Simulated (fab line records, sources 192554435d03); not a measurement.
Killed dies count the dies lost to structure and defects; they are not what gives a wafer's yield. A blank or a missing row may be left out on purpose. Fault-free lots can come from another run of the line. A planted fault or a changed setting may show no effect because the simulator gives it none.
Matching of chambers -- flow n5 finfet -- N5_BEOL_M7_ALD_77 on ald metal-03 has 4 sister chambers
The step deposits TaN, target thk 2 nm, pulse time 2 s, purge time 3 s. 4 wafers are shown with their chamber, then 7 later ones without.

WAFERS WITH THEIR CHAMBER
wafer,chamber,heater power w (W)
L088.2,2,429
L088.4,0,351
L093.2,1,381
L093.3,3,506

WAFERS WITH NO CHAMBER GIVEN
wafer,heater power w (W)
L093.4,508
L090.1,369
L090.4,346
L090.6,502
L096.1,492
L096.2,422
L096.4,378

WHICH CHAMBER EACH WENT THROUGH
wafer,from the rows above,in truth
L093.4,3,3
L090.1,can't be placed: 1 or 0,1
L090.4,0,0
L090.6,3,3
L096.1,3,3
L096.2,2,2
L096.4,1,1
6 of 7 placed correctly. These rows do not allow placing 1 (true chamber among the candidates in 1). 0 placed wrongly.
How it was worked out, from the rows above alone: a wafer's distance from a chamber is the root of the sum, over the readings, of the square of ((its reading less the chamber's mean) divided by the reading's scatter). The wafer belongs to the nearest chamber; if the next one is less than 2 further off, it can't be placed. For every chamber, the mean is computed from those of its wafers that are shown. The scatter (one wafer shown for each chamber): square how far every hidden wafer sits from the nearest shown wafer, average those squares and take the square root.
